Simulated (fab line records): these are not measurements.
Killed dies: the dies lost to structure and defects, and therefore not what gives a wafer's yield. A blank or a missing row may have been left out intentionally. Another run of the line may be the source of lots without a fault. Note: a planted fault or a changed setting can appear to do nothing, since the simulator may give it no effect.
Which tool was responsible?	flow nandHarc	13 lots, 39 wafers sampled, at 6 steps of a route of 1302

== WHAT THE GAUGES READ, wafer by wafer ==
NHARC_P_BONDPAD_THK_MEAS_33: measures by ellipsometry. Usual: thkNm at 200.5 nm, with a standard deviation of 1.5.
lot	measured	on	thkNm (nm)	flag
L995	day 6 16:22	filmMetro-01	197.3 200.1 199.9	
L996	day 6 17:07	filmMetro-01	197.6 199.0 199.4	
L997	day 7 05:22	filmMetro-01	202.4 200.9 202.6	
L998	day 7 17:55	filmMetro-01	199.2 202.0 200.0	
L999	day 8 03:52	filmMetro-01	202.5 202.3 201.0	
L107	day 11 11:49	filmMetro-02	197.8 201.3 199.7	
L109	day 12 17:23	filmMetro-02	198.8 201.7 201.0	
L112	day 13 20:41	filmMetro-02	202.3 199.9 201.1	
L114	day 14 10:09	filmMetro-01	201.1 199.7 199.9	
L115	day 14 22:56	filmMetro-01	198.5 197.8 197.6	
L116	day 15 06:08	filmMetro-02	198.4 200.9 201.0	
L118	day 16 11:13	filmMetro-02	200.8 201.7 199.8	
L117	day 16 11:29	filmMetro-02	200.4 202.3 200.7	

NHARC_P_BONDPAD_THK_MEAS_20: measures by xrf. Usual: thkNm at 161.2 nm, with a standard deviation of 1.7.
lot	measured	on	thkNm (nm)	flag
L995	day 6 19:29	filmMetro-01	162.3 162.8 159.0	
L996	day 6 20:16	filmMetro-02	162.9 160.9 161.5	
L997	day 7 08:29	filmMetro-01	161.5 159.2 160.4	
L998	day 7 21:02	filmMetro-02	161.4 161.1 161.4	
L999	day 8 07:04	filmMetro-01	161.4 160.9 157.4	
L107	day 11 14:49	filmMetro-02	148.0 162.0 145.2	OFF
L109	day 12 20:41	filmMetro-02	161.0 159.3 158.9	
L112	day 13 23:49	filmMetro-01	162.8 162.4 161.7	
L114	day 14 13:13	filmMetro-02	162.6 162.5 162.7	
L115	day 15 02:04	filmMetro-02	160.8 162.9 163.5	
L116	day 15 09:09	filmMetro-01	160.0 159.3 160.6	
L118	day 16 14:20	filmMetro-01	163.2 157.4 160.3	
L117	day 16 14:57	filmMetro-01	164.1 165.0 163.1	

NHARC_END_SORT_01. Usual: for defectLimitedYield, 90.9 % with a standard deviation of 2.7; for killedAtArray, 57 with a standard deviation of 19; for killedAtOther, 0.9 with a standard deviation of 1.1; for killedAtPeriphery, 4.0 with a standard deviation of 2.6; for killedDies, 62 with a standard deviation of 19; for killedOpen, 3.3 with a standard deviation of 1.8; for killedShort, 2.4 with a standard deviation of 1.7.
lot	measured	on	defectLimitedYield (%)	killedAtArray	killedAtOther	killedAtPeriphery	killedDies	killedOpen	killedShort	flag
L995	day 24 07:41	prober-02	88.6 87.6 88.5	72 74 72	0 0 0	5 10 6	77 84 78	5 3 5	4 2 6	
L996	day 25 04:56	prober-02	90.0 89.7 90.7	67 69 57	0 1 0	1 0 6	68 70 63	2 2 2	2 6 3	
L997	day 25 13:27	prober-01	89.8 91.9 91.6	63 49 54	0 1 0	6 5 3	69 55 57	2 1 3	3 4 1	
L998	day 25 04:55	prober-01	95.0 96.8 95.1	23 15 20	3 2 1	8 5 12	34 22 33	3 3 3	4 2 4	
L999	day 25 23:07	prober-01	89.7 90.4 92.5	64 58 46	0 2 0	6 5 5	70 65 51	5 1 3	1 7 4	
L107	day 29 16:26	prober-02	0 92.8 0	53 45 45	1 0 1	623 4 631	677 49 677	2 3 5	0 0 1	OFF
L109	day 30 18:28	prober-01	96.5 96.5 95.9	16 20 22	3 2 5	5 2 1	24 24 28	5 5 1	0 2 1	
L112	day 30 23:26	prober-02	91.7 90.3 88.6	52 58 74	0 0 0	4 8 3	56 66 77	4 0 1	1 3 3	
L114	day 32 08:04	prober-01	83.8 86.6 88.0	104 85 73	2 0 2	4 6 6	110 91 81	3 4 4	5 2 2	
L115	day 32 17:13	prober-01	86.1 88.6 88.6	80 67 74	3 1 1	11 9 2	94 77 77	4 5 9	2 1 3	
L116	day 33 03:35	prober-02	94.5 93.8 94.2	33 37 38	0 1 0	4 4 1	37 42 39	4 2 4	0 1 2	
L118	day 34 06:13	prober-02	93.2 95.1 91.1	40 27 53	1 3 1	5 3 6	46 33 60	4 1 5	2 4 3	
L117	day 34 06:13	prober-01	88.3 88.8 92.2	69 69 50	0 0 0	10 7 3	79 76 53	2 5 4	3 1 1	

== TOOL THAT RAN EACH LOT (tool first, then ch and the chambers of the sampled wafers, then the start) ==
lot	NHARC_P_BONDPAD_PRE_CLEAN_26	NHARC_P_BONDPAD_PVD_17	NHARC_P_BONDPAD_ECD_18
L995	pvdSputter-02, day 6 18:26 or earlier	pvdSputter-02, day 6 18:26 or earlier	ecdCu-02 ch 0,1, day 6 18:26
L996	pvdSputter-01, day 6 19:16 or earlier	pvdSputter-01, day 6 19:16 or earlier	ecdCu-02 ch 0,1, day 6 19:16
L997	pvdSputter-01, day 7 07:32 or earlier	pvdSputter-01, day 7 07:32 or earlier	ecdCu-01 ch 0,1, day 7 07:32
L998	pvdSputter-01, day 7 19:59 or earlier	pvdSputter-01, day 7 19:59 or earlier	ecdCu-02 ch 0,1, day 7 19:59
L999	pvdSputter-02, day 8 05:59 or earlier	pvdSputter-02, day 8 05:59 or earlier	ecdCu-01 ch 0,1, day 8 05:59
L107	pvdSputter-01, day 11 13:53 or earlier	pvdSputter-01, day 11 13:53 or earlier	ecdCu-02 ch 0,1, day 11 13:53
L109	pvdSputter-01, day 12 19:37 or earlier	pvdSputter-01, day 12 19:37 or earlier	ecdCu-01 ch 0,1, day 12 19:37
L112	pvdSputter-02, day 13 22:49 or earlier	pvdSputter-02, day 13 22:49 or earlier	ecdCu-01 ch 0,1, day 13 22:49
L114	pvdSputter-01, day 14 12:16 or earlier	pvdSputter-01, day 14 12:16 or earlier	ecdCu-01 ch 0,1, day 14 12:16
L115	pvdSputter-02, day 15 01:01 or earlier	pvdSputter-02, day 15 01:01 or earlier	ecdCu-02 ch 0,1, day 15 01:01
L116	pvdSputter-03, day 15 08:05 or earlier	pvdSputter-03, day 15 08:05 or earlier	ecdCu-01 ch 0,1, day 15 08:05
L118	pvdSputter-01, day 16 13:23 or earlier	pvdSputter-01, day 16 13:23 or earlier	ecdCu-02 ch 0,1, day 16 13:23
L117	pvdSputter-02, day 16 13:41 or earlier	pvdSputter-02, day 16 13:41 or earlier	ecdCu-02 ch 0,1, day 16 13:41
- NHARC_P_BONDPAD_PRE_CLEAN_26: time 30 s.
- NHARC_P_BONDPAD_PVD_17: deposits TaN, target thk 5 nm, time 8.06 s.
- NHARC_P_BONDPAD_ECD_18: material Cu, target thk 400 nm.

== AS READ BY THE TOOLS THEMSELVES (means over the sampled wafers that have a number; for cases with no such wafer, the mark the record gives instead) ==
NHARC_P_BONDPAD_PRE_CLEAN_26. Usual: heaterPowerW at 393 W, with a standard deviation of 53.
lot	tool	heaterPowerW (W)	flag
L995	pvdSputter-02	393	
L996	pvdSputter-01	404	
L997	pvdSputter-01	365	
L998	pvdSputter-01	402	
L999	pvdSputter-02	346	
L107	pvdSputter-01	392	
L109	pvdSputter-01	469	
L112	pvdSputter-02	342	
L114	pvdSputter-01	348	
L115	pvdSputter-02	388	
L116	pvdSputter-03	446	
L118	pvdSputter-01	380	
L117	pvdSputter-02	359	

NHARC_P_BONDPAD_PVD_17. Usual: throttleValvePct at 30.6 %, with a standard deviation of 0.85.
lot	tool	throttleValvePct (%)	flag
L995	pvdSputter-02	30.9	
L996	pvdSputter-01	30.4	
L997	pvdSputter-01	30.9	
L998	pvdSputter-01	29.6	
L999	pvdSputter-02	30.9	
L107	pvdSputter-01	31.3	
L109	pvdSputter-01	30.1	
L112	pvdSputter-02	30.7	
L114	pvdSputter-01	31.2	
L115	pvdSputter-02	30.7	
L116	pvdSputter-03	29.9	
L118	pvdSputter-01	31.9	
L117	pvdSputter-02	30.6	

== THE ANSWER, worked out from the rows above alone ==
Rule: take the mean of a lot's wafers that have a number; if it is more than 3 standard deviations from the usual mean, the lot is off. Also off: a lot with no number at a reading for which 4 or more lots have one. The other lots that the step has rows for count as sound. After the gauges, taken in route order, come the tools' own readings; for these a lot's mean is taken, as printed above. At the first step where some lot is off, the reading lying furthest off is the one used; lots without a number count as furthest.
Off: L107, at NHARC_P_BONDPAD_THK_MEAS_20 (thkNm).
If a tool, at a process step before that reading, ran all the lots that are off and no sound lot after the first of them, it fits. Not tried: the gauges at NHARC_P_BONDPAD_THK_MEAS_20; whatever is off there is also off at NHARC_END_SORT_01, on other tools, and gauge error can't account for it. NHARC_P_BONDPAD_PRE_CLEAN_26: start missing for some lots; hours and lot order therefore follow NHARC_P_BONDPAD_ECD_18. NHARC_P_BONDPAD_PVD_17: start missing for some lots; hours and lot order therefore follow NHARC_P_BONDPAD_ECD_18. None of those tried fits.

== WHAT THE SIMULATOR PUT IN ==
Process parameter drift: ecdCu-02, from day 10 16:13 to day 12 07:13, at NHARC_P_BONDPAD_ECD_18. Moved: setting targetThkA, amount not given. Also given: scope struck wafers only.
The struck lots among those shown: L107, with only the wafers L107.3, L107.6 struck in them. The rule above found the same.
